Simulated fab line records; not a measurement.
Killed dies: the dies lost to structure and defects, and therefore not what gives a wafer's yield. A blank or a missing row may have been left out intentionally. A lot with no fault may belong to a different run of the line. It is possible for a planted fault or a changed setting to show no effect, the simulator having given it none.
Matching of chambers	flow nand harc	NHARC_P_M1_DESCUM_14 on rie diel-09 has 4 sister chambers
The step chemistry O2, time 3 s. 4 wafers are shown with their chamber, then 8 later ones without.

EACH WAFER AND ITS CHAMBER
wafer	chamber	oes product au (a.u.)
L228.2	3	0.990
L237.1	0	1.006
L237.5	2	1.007
L239.1	1	1.011

WAFERS WHOSE CHAMBER IS MISSING
wafer	oes product au (a.u.)
L239.2	1.017
L239.3	1.015
L240.1	1.006
L240.2	1.000
L240.4	1.011
L241.2	0.998
L241.4	1.011
L241.6	1.002

WHICH CHAMBER EACH ONE RAN IN
wafer	from the rows above	in truth
L239.2	can't be placed: 1 or 2 or 0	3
L239.3	can't be placed: 1 or 2 or 0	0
L240.1	can't be placed: 0 or 2 or 1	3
L240.2	can't be placed: 0 or 2 or 3 or 1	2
L240.4	can't be placed: 1 or 2 or 0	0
L241.2	can't be placed: 0 or 3 or 2 or 1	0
L241.4	can't be placed: 1 or 2 or 0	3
L241.6	can't be placed: 0 or 2 or 1 or 3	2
0 of 8 placed correctly. From these rows, 8 cannot be placed; in 5 the true chamber is one of the candidates. Wrongly placed: 0.
How it was worked out, from the rows above alone: a wafer's distance from a chamber is the root of the sum, over the readings, of the square of ((its reading less the chamber's mean) divided by the reading's scatter). If the next closest chamber is less than 2 further off than the closest, the wafer can't be placed; otherwise it belongs to the closest. The mean given for a chamber averages the wafers shown for that chamber. The scatter: with one shown wafer a chamber, the root of the mean of the squares of how far each hidden wafer lies from its nearest shown one.
